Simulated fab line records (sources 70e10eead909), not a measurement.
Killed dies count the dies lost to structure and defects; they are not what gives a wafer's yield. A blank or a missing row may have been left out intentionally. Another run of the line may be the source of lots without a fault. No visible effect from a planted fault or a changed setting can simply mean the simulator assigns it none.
fab line records	flow nand_harc
record lots=7	wafers=21	last_day=31
route steps=1302 shown A_CHANNEL_HOLE_D2@587
lots untouched by any fault: they come from a run of this same line in which no faults occurred
start_h: the number of hours between the record's first day and the start of the first shown wafer of the lot	wait_h: hours from the lot's prior step to this one	" as in the row above	L1.1+2: one row covering several wafers at once	- no value, or no start was given	* or withheld: withheld	< > ~ a bound
route shown NAME@n: a module of which the file shows steps, and the number in the route of the first	usual: the fault-free wafers' mean and standard deviation	same: alike in all rows	chamber/n: place in a boat	sites: readings site by site	_std_site: the values' standard deviation	_edge_site: the outer-site mean with the inner-site mean subtracted	radius_mm: how far each site lies from the wafer's centre	mask NAME#n: copy n	behind: the last tool/chamber to shape the wafer	hold: cause of the lot's hold/its duration in hours/its outcome	device: whichever transistor did not switch (one of n, p or np)	end of line: the route-end tests of the same wafers	for a step that has no rows: nothing shown but its recipe	killed: not the wafer's yield, but the dies lost to structure and defects at the first sort	map: dies across one wafer; x = killed, . = not, _ = none there
set.NAME: the setting that was run; set.NAME@STEP: the one run at that earlier step	model.NAME: the simulator's own value behind a step, which no gauge read
lots seen at some steps along the route; tables by step, rows by wafer
services: when a tool's chamber went out of use (start_h, in hours from the record's first day, below 0 if earlier), for how many hours, and the reason
## steps
# step NHARC_A_CHANNEL_HOLE_D2_ETCH_39
# recipe target_depth_a=2600	over_etch_frac=0.3	time_s=325	ion_energy_ev=200	n2_flow_sccm=150	h2_flow_sccm=150	ar_flow_sccm=0	rf_w=400	bias_w=150	chemistry=N2/H2
# step NHARC_A_CHANNEL_HOLE_D2_ETCH_34
# recipe target_depth_a=1540	time_s=77	cf4_flow_sccm=100	chf3_flow_sccm=30	ar_flow_sccm=0	rf_w=500	bias_w=200	chemistry=CF4/CHF3
# step NHARC_A_CHANNEL_HOLE_D2_ETCH_16
# recipe target_depth_a=31000	over_etch_frac=0.3	time_s=806	ion_energy_ev=150	o2_flow_sccm=400	cos_flow_sccm=20	ar_flow_sccm=0	rf_w=500	bias_w=300	chemistry=O2/COS
# usual bias_w=300.0/0.93	chamber_pressure_mTorr=19.999/0.017	drypump_motor_current_A=5.6/0.6	oes_product_au=0.999/0.0068	rf_vpp_V=315.8/1.6	showerhead_plenum_p_Torr=3.22/0.095	throttle_valve_pct=28.330/0.009
# same over_etch_frac=0.3	time_s=806
lot.wafer	tool	chamber	start_h	wait_h	bias_w	chamber_pressure_mTorr	drypump_motor_current_A	oes_product_au	rf_hours_counter_h	rf_vpp_V	showerhead_plenum_p_Torr	throttle_valve_pct
L710.4	rie_diel-07	2	-	-	300.3	19.965	4.6	0.998	3.1	316.4	3.26	28.322
L710.1	"	3	"	"	300.3	20.023	6.3	1.000	3.5	314.1	3.17	28.333
L710.6	"	1	"	"	300.0	19.974	6.4	1.007	-	316.9	3.32	28.332
L711.1	rie_diel-09	0	-	-	301.2	19.990	5.5	0.994	2.0	313.9	3.19	28.333
L711.2	"	3	"	"	299.9	20.030	5.8	0.993	2.0	316.5	3.25	28.333
L711.5	"	1	"	"	299.6	20.008	5.2	0.994	-	317.6	3.34	28.328
L713.3	rie_diel-07	3	-	-	300.3	19.977	6.3	1.005	4.8	314.1	3.17	28.337
L713.4	"	1	"	"	299.8	19.958	6.4	1.001	3.5	316.6	3.32	28.331
L713.6	"	0	"	"	299.3	19.994	5.8	0.996	-	315.3	3.19	28.318
L722.4	rie_diel-09	0	-	-	299.4	20.022	5.5	1.006	8.7	314.9	3.19	28.341
L722.1	"	3	"	"	298.7	20.016	5.8	0.991	9.7	316.3	3.25	28.320
L722.6	"	1	"	"	302.6	20.004	5.2	1.005	-	318.1	3.33	28.336
L723.4	rie_diel-07	2	-	-	299.4	19.985	4.6	0.992	9.3	318.2	3.26	28.347
L723.1	"	0	"	"	300.0	19.978	5.9	0.988	9.6	316.7	3.19	28.330
L723.2	"	1	"	"	300.5	20.006	6.4	1.008	8.5	319.1	3.32	28.328
L725.3	rie_diel-07	2	-	-	300.1	19.998	4.6	1.004	0.3	315.4	3.26	28.337
L725.1	"	0	"	"	301.3	19.978	5.8	1.002	0.3	315.6	3.19	28.323
L725.5	"	2	"	"	301.0	20.013	4.6	1.002	-	316.1	3.26	28.342
L726.2	rie_diel-07	3	-	-	299.3	20.011	6.3	0.998	0.7	314.6	3.17	28.345
L726.1	"	0	"	"	300.2	20.002	5.8	1.004	0.7	314.1	3.19	28.318
L726.6	"	3	"	"	301.1	19.992	6.3	0.994	-	314.3	3.17	28.329
# step NHARC_A_CHANNEL_HOLE_D2_CD_MEAS_18
# usual cd_nm=99.9/1.5
lot.wafer	tool	chamber	start_h	wait_h	cd_nm
L710.1	cd_sem-02	-	342.15	-	101.9
L710.4	"	-	"	"	99.7
L710.6	"	-	"	"	99.1
L711.1	cd_sem-03	-	343.03	-	99.6
L711.2	"	-	"	"	100.2
L711.5	"	-	"	"	103.8
L713.3	cd_sem-03	-	358.12	-	98.7
L713.4	"	-	"	"	99.5
L713.6	"	-	"	"	98.0
L722.1	cd_sem-01	-	465.54	-	99.4
L722.4	"	-	"	"	101.6
L722.6	"	-	"	"	102.7
L723.1	cd_sem-02	-	465.73	-	99.5
L723.2	"	-	"	"	99.4
L723.4	"	-	"	"	98.7
L725.1	cd_sem-01	-	483.15	-	99.5
L725.3	"	-	"	"	99.5
L725.5	"	-	"	"	100.1
L726.1	cd_sem-01	-	484.76	-	100.2
L726.2	"	-	"	"	99.1
L726.6	"	-	"	"	99.2
# step NHARC_A_CHANNEL_HOLE_D2_ETCH_19
# recipe bias_v=1200	source_w=2500	pressure_mtorr=15	time_s=34.5	ar_flow_sccm=375	c4f8_flow_sccm=28.8	o2_flow_sccm=96.2	temp_c=-20	target_depth_a=*	chemistry=C4F8/O2/Ar
# usual bias_v=1201/13	c4f8_flow_sccm=28.82/0.081	drypump_motor_current_A=5.69/0.25	showerhead_plenum_p_Torr=3.68/0.051	throttle_valve_pct=37.039/0.0097
# same time_s=34.5
lot.wafer	tool	chamber	start_h	wait_h	bias_v	c4f8_flow_sccm	drypump_motor_current_A	rf_hours_counter_h	showerhead_plenum_p_Torr	throttle_valve_pct
L710.1	har_etch-01	0	342.23	0.1	1195	28.81	5.87	175	3.64	37.060
L710.4	"	1	"	"	1207	28.91	5.33	-	3.72	37.034
L710.6	"	1	"	"	1213	28.83	5.32	-	3.72	37.033
L711.2	har_etch-01	0	346.38	3.3	1195	28.67	5.86	179	3.64	37.051
L711.1	"	1	"	"	1203	28.83	5.39	179	3.72	37.020
L711.5	"	0	"	"	1187	28.63	5.87	-	3.64	37.041
L713.4	har_etch-02	1	361.15	3.0	1208	28.87	5.54	-	3.76	37.034
L713.3	"	0	"	"	1199	28.80	5.98	-	3.68	37.040
L713.6	"	1	"	"	1201	28.86	5.57	-	3.76	37.051
L722.1	har_etch-01	1	465.62	0.1	1219	28.84	5.32	248	3.68	37.025
L722.4	"	0	"	"	1192	28.81	5.83	-	3.60	37.024
L722.6	"	0	"	"	1211	28.83	5.88	-	3.60	37.038
L723.2	har_etch-02	0	465.81	0.1	1219	28.80	5.99	35	3.66	37.040
L723.1	"	1	"	"	1225	28.84	5.55	35	3.74	37.033
L723.4	"	1	"	"	1212	28.78	5.52	-	3.74	37.024
L725.1	har_etch-02	1	483.64	0.5	1228	29.00	5.57	46	3.73	37.029
L725.3	"	0	"	"	1180	28.69	5.99	-	3.65	37.038
L725.5	"	0	"	"	1204	28.83	5.98	-	3.65	37.040
L726.1	har_etch-02	0	487.79	3.0	1197	28.93	6.00	50	3.65	37.032
L726.2	"	1	"	"	1193	28.83	5.55	50	3.73	37.051
L726.6	"	0	"	"	1203	28.87	6.01	-	3.65	37.033
# step NHARC_A_CHANNEL_HOLE_D2_ETCH_20
# recipe bias_v=3000	source_w=withheld	pressure_mtorr=20	time_s=361.9	ar_flow_sccm=375	c4f8_flow_sccm=89.3	o2_flow_sccm=35.7	temp_c=-20	target_depth_a=16000	chemistry=C4F8/O2/Ar
# usual c4f8_flow_sccm=89.24/0.26	chamber_pressure_mTorr=20.000/0.019	drypump_motor_current_A=5.69/0.26	showerhead_plenum_p_Torr=3.64/0.049	throttle_valve_pct=32.154/0.0091
# same time_s=361.9
lot.wafer	tool	chamber	start_h	wait_h	c4f8_flow_sccm	chamber_pressure_mTorr	drypump_motor_current_A	rf_hours_counter_h	showerhead_plenum_p_Torr	throttle_valve_pct
L710.1	har_etch-01	0	342.34	0.1	89.63	20.007	5.86	176	3.60	32.147
L710.4	"	1	"	"	89.57	20.014	5.33	-	3.68	32.159
L710.6	"	1	"	"	88.90	19.998	5.32	-	3.68	32.157
L711.2	har_etch-01	0	346.49	0.1	89.18	20.005	5.86	179	3.60	32.169
L711.1	"	1	"	"	89.39	20.027	5.37	179	3.68	32.165
L711.5	"	0	"	"	89.51	19.995	5.92	-	3.60	32.149
L713.4	har_etch-02	1	361.33	0.2	89.29	19.986	5.59	-	3.72	32.146
L713.3	"	0	"	"	89.55	19.979	5.98	-	3.64	32.159
L713.6	"	1	"	"	88.84	20.024	5.54	-	3.72	32.157
L722.1	har_etch-01	1	465.73	0.1	88.69	20.011	5.33	248	3.64	32.155
L722.4	"	0	"	"	89.37	19.970	5.84	-	3.56	32.147
L722.6	"	0	"	"	89.30	20.004	5.85	-	3.56	32.152
L723.2	har_etch-02	0	465.92	0.1	89.36	20.000	5.99	35	3.62	32.171
L723.1	"	1	"	"	89.38	19.989	5.59	35	3.70	32.153
L723.4	"	1	"	"	88.88	19.994	5.57	-	3.70	32.150
L725.1	har_etch-02	1	483.76	0.1	89.73	19.986	5.56	46	3.69	32.150
L725.3	"	0	"	"	89.51	19.992	5.99	-	3.61	32.161
L725.5	"	0	"	"	88.97	20.023	5.97	-	3.61	32.164
L726.1	har_etch-02	0	487.91	0.1	89.52	20.019	5.99	50	3.61	32.145
L726.2	"	1	"	"	89.30	19.952	5.58	50	3.69	32.174
L726.6	"	0	"	"	89.43	19.999	5.99	-	3.61	32.179
# step NHARC_A_CHANNEL_HOLE_D2_ETCH_21
# recipe bias_v=3000	source_w=withheld	pressure_mtorr=20	time_s=514.3	ar_flow_sccm=375	c4f8_flow_sccm=89.3	o2_flow_sccm=35.7	temp_c=-20	target_depth_a=16000	chemistry=C4F8/O2/Ar
# step NHARC_A_CHANNEL_HOLE_D2_ETCH_22
# recipe bias_v=3000	source_w=withheld	pressure_mtorr=20	time_s=666.7	ar_flow_sccm=375	c4f8_flow_sccm=89.3	o2_flow_sccm=35.7	temp_c=-20	target_depth_a=16000	chemistry=C4F8/O2/Ar
# usual c4f8_flow_sccm=89.31/0.24	chamber_pressure_mTorr=20.003/0.018	drypump_motor_current_A=5.69/0.25	showerhead_plenum_p_Torr=3.64/0.049	throttle_valve_pct=32.155/0.0096
# same time_s=666.7
lot.wafer	tool	chamber	start_h	wait_h	c4f8_flow_sccm	chamber_pressure_mTorr	drypump_motor_current_A	rf_hours_counter_h	showerhead_plenum_p_Torr	throttle_valve_pct
L710.1	har_etch-01	0	343.10	0.4	89.36	19.982	5.83	176	3.60	32.149
L710.4	"	1	"	"	89.03	19.995	5.35	-	3.68	32.143
L710.6	"	1	"	"	89.47	19.982	5.30	-	3.68	32.152
L711.2	har_etch-01	0	347.24	0.4	89.36	20.006	5.87	180	3.60	32.168
L711.1	"	1	"	"	89.40	19.998	5.34	180	3.68	32.155
L711.5	"	0	"	"	89.38	20.014	5.88	-	3.60	32.153
L713.4	har_etch-02	1	362.16	0.4	89.29	20.014	5.56	-	3.72	32.133
L713.3	"	0	"	"	89.26	19.980	5.99	-	3.64	32.148
L713.6	"	1	"	"	89.24	19.986	5.53	-	3.72	32.167
L722.1	har_etch-01	1	466.48	0.4	89.58	20.006	5.34	249	3.64	32.159
L722.4	"	0	"	"	89.34	20.016	5.83	-	3.56	32.149
L722.6	"	0	"	"	89.36	19.991	5.86	-	3.56	32.159
L723.2	har_etch-02	0	466.68	0.4	89.28	20.007	5.99	36	3.62	32.134
L723.1	"	1	"	"	89.32	20.007	5.58	36	3.70	32.162
L723.4	"	1	"	"	89.38	20.008	5.56	-	3.70	32.143
L725.1	har_etch-02	1	484.50	0.4	89.83	20.014	5.56	47	3.69	32.151
L725.3	"	0	"	"	89.62	19.995	5.98	-	3.61	32.167
L725.5	"	0	"	"	89.59	19.994	5.98	-	3.61	32.144
L726.1	har_etch-02	0	488.67	0.4	89.00	20.012	5.98	51	3.61	32.160
L726.2	"	1	"	"	89.09	19.967	5.56	51	3.69	32.152
L726.6	"	0	"	"	89.03	19.968	5.99	-	3.61	32.159
# step NHARC_A_CHANNEL_HOLE_D2_ETCH_23
# recipe bias_v=5000	source_w=withheld	pressure_mtorr=20	time_s=819	ar_flow_sccm=375	c4f8_flow_sccm=89.3	o2_flow_sccm=35.7	temp_c=-20	target_depth_a=16000	chemistry=C4F8/O2/Ar
# step NHARC_A_CHANNEL_HOLE_D2_ETCH_24
# recipe bias_v=5000	source_w=withheld	pressure_mtorr=20	time_s=906.2	ar_flow_sccm=375	c4f8_flow_sccm=93.8	o2_flow_sccm=31.2	temp_c=-20	target_depth_a=15000	chemistry=C4F8/O2/Ar
# usual c4f8_flow_sccm=93.8/0.32	chamber_pressure_mTorr=20.000/0.018	drypump_motor_current_A=5.69/0.25	showerhead_plenum_p_Torr=3.64/0.049	throttle_valve_pct=32.237/0.009
# same time_s=906.2
lot.wafer	tool	chamber	start_h	wait_h	c4f8_flow_sccm	chamber_pressure_mTorr	drypump_motor_current_A	rf_hours_counter_h	showerhead_plenum_p_Torr	throttle_valve_pct
L710.1	har_etch-01	0	344.36	0.6	93.6	20.004	5.88	178	3.60	32.240
L710.4	"	1	"	"	93.9	20.021	5.33	-	3.68	32.228
L710.6	"	1	"	"	93.8	20.010	5.33	-	3.68	32.227
L711.2	har_etch-01	0	348.50	0.6	94.1	20.005	5.86	182	3.59	32.246
L711.1	"	1	"	"	93.4	20.016	5.35	182	3.67	32.231
L711.5	"	0	"	"	93.9	19.980	5.86	-	3.59	32.234
L713.4	har_etch-02	1	363.47	0.6	94.1	19.990	5.56	-	3.72	32.234
L713.3	"	0	"	"	93.6	20.014	5.99	-	3.64	32.228
L713.6	"	1	"	"	93.9	20.011	5.57	-	3.72	32.233
L722.1	har_etch-01	1	467.75	0.6	93.9	20.032	5.32	250	3.64	32.241
L722.4	"	0	"	"	93.9	19.977	5.84	-	3.56	32.229
L722.6	"	0	"	"	94.1	19.999	5.87	-	3.56	32.230
L723.2	har_etch-02	0	467.93	0.6	93.7	19.992	5.98	37	3.61	32.244
L723.1	"	1	"	"	94.2	20.019	5.53	37	3.69	32.249
L723.4	"	1	"	"	94.0	20.001	5.55	-	3.69	32.241
L725.1	har_etch-02	1	485.76	0.6	94.3	19.982	5.55	48	3.68	32.228
L725.3	"	0	"	"	94.0	20.045	5.98	-	3.61	32.228
L725.5	"	0	"	"	94.4	19.988	5.99	-	3.61	32.241
L726.1	har_etch-02	0	489.94	0.6	93.9	20.038	5.99	52	3.61	32.235
L726.2	"	1	"	"	93.9	20.010	5.55	52	3.68	32.255
L726.6	"	0	"	"	94.0	19.990	5.99	-	3.61	32.246
# step NHARC_A_CHANNEL_HOLE_D2_ETCH_25
# recipe bias_v=5000	source_w=withheld	pressure_mtorr=20	time_s=1040.2	ar_flow_sccm=375	c4f8_flow_sccm=93.8	o2_flow_sccm=31.2	temp_c=-20	target_depth_a=15000	chemistry=C4F8/O2/Ar
# step NHARC_A_CHANNEL_HOLE_D2_ETCH_26
# recipe bias_v=300	source_w=2000	pressure_mtorr=30	time_s=224.1	ar_flow_sccm=375	c4f8_flow_sccm=11.4	o2_flow_sccm=113.6	temp_c=-20	target_depth_a=3000	chemistry=C4F8/O2/Ar
# step NHARC_A_CHANNEL_HOLE_D2_ETCH_27
# recipe bias_v=400	source_w=2000	pressure_mtorr=25	time_s=90	ar_flow_sccm=375	c4f8_flow_sccm=41.7	o2_flow_sccm=83.3	temp_c=-20	target_depth_a=4000	chemistry=C4F8/O2/Ar
# usual bias_v=400/4	c4f8_flow_sccm=41.69/0.11	drypump_motor_current_A=5.69/0.25	showerhead_plenum_p_Torr=3.68/0.051	throttle_valve_pct=27.621/0.0089	time_s=90/0
lot.wafer	tool	chamber	start_h	wait_h	bias_v	c4f8_flow_sccm	drypump_motor_current_A	rf_hours_counter_h	showerhead_plenum_p_Torr	throttle_valve_pct	time_s
L710.1	har_etch-01	0	346.19	0.2	399	41.70	5.87	179	3.64	27.614	90
L710.4	"	1	"	"	408	41.66	5.31	-	3.72	27.610	90
L710.6	"	1	"	"	407	41.63	5.36	-	3.72	27.623	90
L711.2	har_etch-01	0	350.34	0.2	399	41.62	5.87	183	3.63	27.631	90
L711.1	"	1	"	"	399	41.79	5.37	183	3.72	27.639	90
L711.5	"	0	"	"	402	41.74	5.87	-	3.63	27.619	90
L713.4	har_etch-02	1	365.13	0.2	399	41.47	5.57	-	3.76	27.617	90
L713.3	"	0	"	"	401	41.69	5.98	-	3.68	27.629	90
L713.6	"	1	"	"	400	41.57	5.56	-	3.76	27.617	90
L722.1	har_etch-01	1	469.58	0.2	-	-	-	-	-	-	-
L722.4	"	0	"	"	-	-	-	-	-	-	-
L722.6	"	0	"	"	-	-	-	-	-	-	-
L723.2	har_etch-02	0	469.76	0.2	-	-	-	-	-	-	-
L723.1	"	1	"	"	-	-	-	-	-	-	-
L723.4	"	1	"	"	-	-	-	-	-	-	-
L725.1	har_etch-02	1	487.60	0.2	-	-	-	-	-	-	-
L725.3	"	0	"	"	-	-	-	-	-	-	-
L725.5	"	0	"	"	-	-	-	-	-	-	-
L726.1	har_etch-02	0	491.80	0.2	396	41.84	5.99	54	3.65	27.616	90
L726.2	"	1	"	"	396	41.56	5.58	54	3.72	27.615	90
L726.6	"	0	"	"	395	41.84	5.99	-	3.65	27.610	90
# step NHARC_A_CHANNEL_HOLE_D2_STRIP_41
# recipe n2_flow_sccm=150	h2_flow_sccm=150	ar_flow_sccm=0	bias_w=0	chemistry=N2/H2
## services
tool	chamber	start_h	hours	kind
rie_diel-09	-	320.11	9.0	pm
rie_diel-07	0	327.78	-	clean
rie_diel-07	1	327.78	-	clean
rie_diel-07	2	327.78	-	clean
rie_diel-07	3	327.78	-	clean
rie_diel-09	2	333.18	19.9	repair
rie_diel-07	0	352.28	-	clean
rie_diel-07	1	352.28	-	clean
rie_diel-07	2	352.28	-	clean
rie_diel-07	3	352.28	-	clean
rie_diel-07	0	376.78	-	clean
rie_diel-07	1	376.78	-	clean
rie_diel-07	2	376.78	-	clean
rie_diel-07	3	376.78	-	clean
har_etch-02	-	377.00	17.0	pm
har_etch-02	0	377.00	17.0	vent_cycle
har_etch-02	1	377.00	17.0	vent_cycle
har_etch-02	0	394.00	-	clean
har_etch-02	0	394.00	-	consumable_replace:focus_ring
har_etch-02	1	394.00	-	clean
rie_diel-09	-	407.66	1.2	repair
rie_diel-09	-	422.98	0.3	repair
rie_diel-07	-	471.21	9.0	pm
rie_diel-09	-	477.43	0.3	repair
## key
first_sign step=NHARC_A_CHANNEL_HOLE_D2_ETCH_27	reading=tool_record	direction=missing
effect none on later readings
met_at NHARC_A_CHANNEL_HOLE_D2_ETCH_27
struck_wafers L722.1,L722.4,L722.6,L723.1,L723.2,L723.4,L725.1,L725.3,L725.5
later_rows_left_out L722.1,L722.4,L722.6,L723.1,L723.2,L723.4,L725.1,L725.3,L725.5
sort_left_out L722.1,L722.4,L722.6,L723.1,L723.2,L723.4,L725.1,L725.3,L725.5
tester_left_out L722,L723,L725
onset_between 365.13 469.58
fault kind=skipped_step_whole	tool=har_etch-01,har_etch-02	chamber=-	onset_h=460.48	steps=NHARC_A_CHANNEL_HOLE_D2_ETCH_27	scope=struck_lots_only
# tester_left_out: of these lots the tester's yield and bins aren't shown, on N5 and GAA mostly nor the transistor test; their killed dies are dies lost to structure and defects alone, not to doping, threshold or leakage, so they don't give the yield
# sort_left_out: the simulated sort isn't trusted on such a fault, so these wafers' sort isn't shown, and their yield isn't known
# later_rows_left_out: the simulator's readings of these wafers behind a module that went badly wrong aren't trusted and aren't shown, but for the sort
